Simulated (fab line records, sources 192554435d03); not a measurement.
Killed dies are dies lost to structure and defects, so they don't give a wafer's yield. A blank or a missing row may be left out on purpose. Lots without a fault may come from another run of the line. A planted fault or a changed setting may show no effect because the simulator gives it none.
One fault seen from 3 desks | flow n5_finfet | each desk has only its own numbers; what lay behind them comes last

THE METROLOGY DESK
What the gauges read, lot by lot, whatever tool the lot ran on: means of the sampled wafers that have a number. A lot is out of limits, marked OUT, if its mean lies more than 4 standard deviations from the usual mean; the brackets give that distance. Of its 12 readings 7 are shown: those that lie furthest out on some lot.
Columns: A = V3_OVL at N5_BEOL_M4_OVL_MEAS_29, usual 0.7 nm; B = IOFF_P at N5_BEOL_M4_RC_MEAS_101, usual 0.204 nA/um; C = ION_N at N5_BEOL_M4_RC_MEAS_101, usual 673 uA/um; D = ION_P at N5_BEOL_M4_RC_MEAS_101, usual 462 uA/um; E = SS_N at N5_BEOL_M4_RC_MEAS_101, usual 71.4 mV/dec; F = VT_N at N5_BEOL_M4_RC_MEAS_101, usual 250.3 mV; G = VT_P at N5_BEOL_M4_RC_MEAS_101, usual -250.6 mV
lot  | first seen here | A    | B     | C   | D   | E    | F     | G
L837 | day 8 07:31     | -0.1 | 0.237 | 680 | 469 | 72.1 | 248.4 | -248.6
L838 | day 8 16:56     | 0.8  | 0.177 | 670 | 453 | 71.0 | 251.0 | -254.8
L839 | day 8 17:11     | 0.5  | 0.183 | 665 | 458 | 70.7 | 253.3 | -252.8
L840 | day 8 20:55     | 1.2  | 0.180 | 666 | 462 | 70.7 | 251.9 | -252.1
L841 | day 9 18:13     | 0.4  | 0.235 | 668 | 462 | 71.6 | 251.3 | -248.5
L852 | day 12 12:26    | 1.0  | 0.177 | 673 | 457 | 71.0 | 249.5 | -252.3
L857 | day 13 14:41    | 0.4  | 0.218 | 661 | 459 | 71.5 | 252.2 | -251.6
This desk's finding: nothing out of limits on any of the 7 lots.

THE DEFECT DESK
What the inspections along the route counted, lot by lot: means of the sampled wafers that have a number. A lot is out of limits, marked OUT, if its mean lies more than 4 standard deviations from the usual mean; the brackets give that distance.
Columns: A = raw_defect_count at N5_BEOL_M4_INSPECT_30, usual 405
lot  | first seen here | A
L837 | day 8 07:36     | 377
L838 | day 8 17:02     | 462
L839 | day 8 17:17     | 466
L840 | day 8 21:00     | 337
L841 | day 9 18:19     | 383
L852 | day 12 12:32    | 408
L857 | day 13 14:47    | 447
This desk's finding: nothing out of limits on any of the 7 lots.

THE TOOL OWNER'S DESK: ald_sin-01
The tool's own readings at N5_BEOL_M4_ALD_98 (deposits SiO2, target thk 2.5 nm, pulse time 1 s, co reactant pulse time 1 s): means of the sampled wafers that have a number, for each lot that ran on this tool. A lot is out of limits, marked OUT, if its mean lies more than 4 standard deviations from the usual mean; the brackets give that distance.
Columns: A = heater_power_w at N5_BEOL_M4_ALD_98, usual 80 W; B = precursor_pulse_height_rel at N5_BEOL_M4_ALD_98, usual 1.002; C = susceptor_temp_C at N5_BEOL_M4_ALD_98, usual 99.99 C
lot  | first seen here | A  | B     | C
L837 | day 8 08:20     | 76 | 1.005 | 99.96
L839 | day 8 17:30     | 75 | 1.018 | 100.16
L840 | day 8 21:25     | 74 | 1.014 | 99.76
L841 | day 9 18:39     | 80 | 0.988 | 99.95
This desk's finding: nothing out of limits on any of the 4 lots.

PUT TOGETHER
The metrology desk saw nothing out of limits.
The defect desk saw nothing out of limits.
The tool owner's desk saw nothing out of limits.

WHAT THE SIMULATOR HAD PUT IN
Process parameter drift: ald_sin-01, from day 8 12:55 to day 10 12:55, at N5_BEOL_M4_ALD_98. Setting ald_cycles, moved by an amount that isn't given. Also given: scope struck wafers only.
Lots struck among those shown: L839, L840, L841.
